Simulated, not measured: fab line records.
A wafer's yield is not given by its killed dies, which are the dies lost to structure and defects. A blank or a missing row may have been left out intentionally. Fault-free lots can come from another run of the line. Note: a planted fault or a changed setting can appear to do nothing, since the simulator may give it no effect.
Split-lot trial :: flow n5Finfet :: on a route of 1938 steps: 7 lots, 21 wafers read

THE SPLIT ITSELF
At N5_MOL_CONTACT_COAG_ETCH_15 (etches SiNx in CH3F/O2, stops on Si:P, target depth 7 nm), the setting sourceW was moved away from the recipe's 395 W on 8 of the 21 wafers read, by -17.0% to -12.0%. For the rest of the wafers, this setting stayed at what the recipe calls for.

The reading is taken at the split's own step.

THE READING
rfVppV, in V, at N5_MOL_CONTACT_COAG_ETCH_15 (etches SiNx in CH3F/O2, stops on Si:P, target depth 7 nm). On this fab line, fault-free wafers typically give 297 V with a standard deviation of 3.2 V.

wafer: L074.3
tool, chamber at the split: rieDiel-03, 1
sourceW as run, W: 395
against the recipe: recipe
rfVppV, V: 297
against lot-mates on the recipe: -

wafer: L074.4
tool, chamber at the split: rieDiel-03, 3
sourceW as run, W: 328
against the recipe: -17.0%
rfVppV, V: 323
against lot-mates on the recipe: +26

wafer: L074.6
tool, chamber at the split: rieDiel-03, 0
sourceW as run, W: 328
against the recipe: -17.0%
rfVppV, V: 325
against lot-mates on the recipe: +28

wafer: L078.3
tool, chamber at the split: rieDiel-02, 0
sourceW as run, W: 347.6
against the recipe: -12.0%
rfVppV, V: 315
against lot-mates on the recipe: +21

wafer: L078.4
tool, chamber at the split: rieDiel-02, 3
sourceW as run, W: 347.6
against the recipe: -12.0%
rfVppV, V: 318
against lot-mates on the recipe: +24

wafer: L078.5
tool, chamber at the split: rieDiel-02, 0
sourceW as run, W: 395
against the recipe: recipe
rfVppV, V: 294
against lot-mates on the recipe: -

wafer: L080.1
tool, chamber at the split: rieDiel-03, 1
sourceW as run, W: 395
against the recipe: recipe
rfVppV, V: 299
against lot-mates on the recipe: -

wafer: L080.5
tool, chamber at the split: rieDiel-03, 0
sourceW as run, W: 395
against the recipe: recipe
rfVppV, V: 300
against lot-mates on the recipe: -

wafer: L080.6
tool, chamber at the split: rieDiel-03, 1
sourceW as run, W: 395
against the recipe: recipe
rfVppV, V: 298
against lot-mates on the recipe: -

wafer: L083.1
tool, chamber at the split: rieDiel-03, 1
sourceW as run, W: 395
against the recipe: recipe
rfVppV, V: 299
against lot-mates on the recipe: -

wafer: L083.4
tool, chamber at the split: rieDiel-03, 3
sourceW as run, W: 335.6
against the recipe: -15.0%
rfVppV, V: 317
against lot-mates on the recipe: +18

wafer: L083.5
tool, chamber at the split: rieDiel-03, 1
sourceW as run, W: 335.6
against the recipe: -15.0%
rfVppV, V: 321
against lot-mates on the recipe: +22

wafer: L084.3
tool, chamber at the split: rieDiel-01, 1
sourceW as run, W: 395
against the recipe: recipe
rfVppV, V: 294
against lot-mates on the recipe: -

wafer: L084.4
tool, chamber at the split: rieDiel-01, 2
sourceW as run, W: 395
against the recipe: recipe
rfVppV, V: 290
against lot-mates on the recipe: -

wafer: L084.5
tool, chamber at the split: rieDiel-01, 3
sourceW as run, W: 395
against the recipe: recipe
rfVppV, V: 300
against lot-mates on the recipe: -

wafer: L093.2
tool, chamber at the split: rieDiel-02, 2
sourceW as run, W: 395
against the recipe: recipe
rfVppV, V: 295
against lot-mates on the recipe: -

wafer: L093.4
tool, chamber at the split: rieDiel-02, 0
sourceW as run, W: 329.2
against the recipe: -16.7%
rfVppV, V: 322
against lot-mates on the recipe: +27

wafer: L093.6
tool, chamber at the split: rieDiel-02, 2
sourceW as run, W: 329.2
against the recipe: -16.7%
rfVppV, V: 320
against lot-mates on the recipe: +25

wafer: L094.2
tool, chamber at the split: rieDiel-01, 0
sourceW as run, W: 395
against the recipe: recipe
rfVppV, V: 295
against lot-mates on the recipe: -

wafer: L094.5
tool, chamber at the split: rieDiel-01, 2
sourceW as run, W: 395
against the recipe: recipe
rfVppV, V: 291
against lot-mates on the recipe: -

wafer: L094.6
tool, chamber at the split: rieDiel-01, 3
sourceW as run, W: 395
against the recipe: recipe
rfVppV, V: 301
against lot-mates on the recipe: -

THE FIT
A straight line over all 21 wafers: rfVppV changes by -1.56 V for each +1% of sourceW; r = -0.97; the points scatter about the line by 3.1 V.
The same after taking each lot's own level away (the mean of its wafers on the recipe; 21 wafers): -1.56 V for each +1%; r = -0.97; scatter 3 V.
On that fit, the largest move of sourceW shifts the reading by 26 V.
Measured against the standard deviation above, the lots' own levels, which go from 294.0 to 299.0 V, span 1.6 times it.
The two slopes agree, so the slope changes little with the lot-to-lot level.
Check: for one of the wafers moved furthest among these (-17.0%), held out of the fit, the line's prediction against its lot-mates is +26.6 V. It came out at +26 V against them.
Tool readings at the split's step, against how far the setting was moved: rfVppV r = -0.97.

FURTHER SPLITS ON THESE WAFERS
Note: prior to the reading, these wafers also went through further splits. Each is held against what the fit with the lots' levels taken away leaves over:
other split on the same wafers: N5_SDB_COAT_05 spinRpm
wafers away from the commonest value: 6
r with rfVppV (lot level and that fit taken away): -0.31

other split on the same wafers: N5_MOL_CONTACT_COAG_EXPOSE_05 doseMj
wafers away from the commonest value: 7
r with rfVppV (lot level and that fit taken away): +0.00

FILE'S OWN FIT
rfVppV changes by -1.58 V for each +1% of sourceW, r = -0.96.
